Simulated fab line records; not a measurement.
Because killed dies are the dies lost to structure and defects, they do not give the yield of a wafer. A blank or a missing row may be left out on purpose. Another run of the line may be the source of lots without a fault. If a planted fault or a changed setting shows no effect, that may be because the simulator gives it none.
What tool caused it? | flow n5_finfet | 72 wafers sampled from 24 lots at 1 step of a route of 1938

WHAT EACH GAUGE READ, for each wafer
N5_BEOL_M5_OVL_MEAS_29.
lot  | measured     | on         | V4_OVL (nm)
L074 | day 7 18:45  | overlay-01 | -0.3 -0.6 -0.8
L075 | day 8 10:17  | overlay-01 | 0.2 -0.4 0.8
L076 | day 8 12:50  | overlay-02 | -0.7 -0.1 -1.0
L077 | day 8 13:05  | overlay-01 | -0.6 -0.9 -0.3
L078 | day 9 06:13  | overlay-01 | -0.4 -0.4 -0.7
L079 | day 9 06:24  | overlay-01 | -1.0 -1.0 -0.2
L080 | day 9 13:40  | overlay-02 | -0.3 -0.1 -1.1
L081 | day 9 14:13  | overlay-02 | 0.4 0.5 -0.6
L082 | day 10 08:37 | overlay-02 | -0.2 -0.3 -0.4
L084 | day 10 10:38 | overlay-02 | -0.7 0.0 -1.3
L083 | day 10 10:46 | overlay-02 | -0.8 -0.8 -1.3
L085 | day 10 15:48 | overlay-02 | -1.0 -0.7 -0.8
L086 | day 11 10:02 | overlay-02 | -0.4 0.9 0.1
L088 | day 11 14:07 | overlay-02 | -1.2 -0.8 -0.6
L087 | day 11 14:10 | overlay-01 | -0.5 -0.4 -0.3
L089 | day 11 19:32 | overlay-02 | -1.2 0.7 -0.6
L090 | day 12 08:11 | overlay-01 | -0.1 0.2 -0.9
L091 | day 12 11:13 | overlay-02 | 0.5 0.5 0.3
L092 | day 12 15:05 | overlay-02 | 0.0 0.4 0.3
L093 | day 12 20:37 | overlay-02 | 1.4 -0.2 1.3
L094 | day 12 21:17 | overlay-01 | 0.2 0.8 0.1
L095 | day 13 15:41 | overlay-01 | 1.5 1.2 1.4
L096 | day 13 22:06 | overlay-02 | -1.3 -0.4 -1.5
L097 | day 14 13:32 | overlay-02 | -0.5 -0.9 -0.7

EACH LOT AND THE TOOL THAT RAN IT (in order: tool; ch and the chambers of the sampled wafers; start)
The record holds no process step before these readings.

AS READ BY THE TOOLS THEMSELVES (means over the sampled wafers that have a number; for cases with no such wafer, the mark the record gives instead)
The record holds no such reading with a usual standard deviation.

THE ANSWER, worked out from the rows above alone
Rule: what is usual is taken from the lots themselves. Put in order of their means at a reading, lots are off if they are a third of the lots or fewer, leave a main group of 4 or more, and stand apart from it by a gap of 3 or more times the standard deviation of the main group's means; of several such gaps the widest counts. Not used: any main group whose means are identical at the precision the tables above print for the reading. A lot without any number at a reading at which 4 lots or more have one is off too. Any other lot the step has rows for is counted as sound. Order of review: gauges by route order, followed by the tools' own readings, for which a lot's mean as printed above is used. At the first step where some lot is off, the reading lying furthest off is the one used; lots without a number count as furthest.
Across all readings shown, no lot is off: no conclusion can be drawn from this.

WHAT THE SIMULATOR HAD INSERTED
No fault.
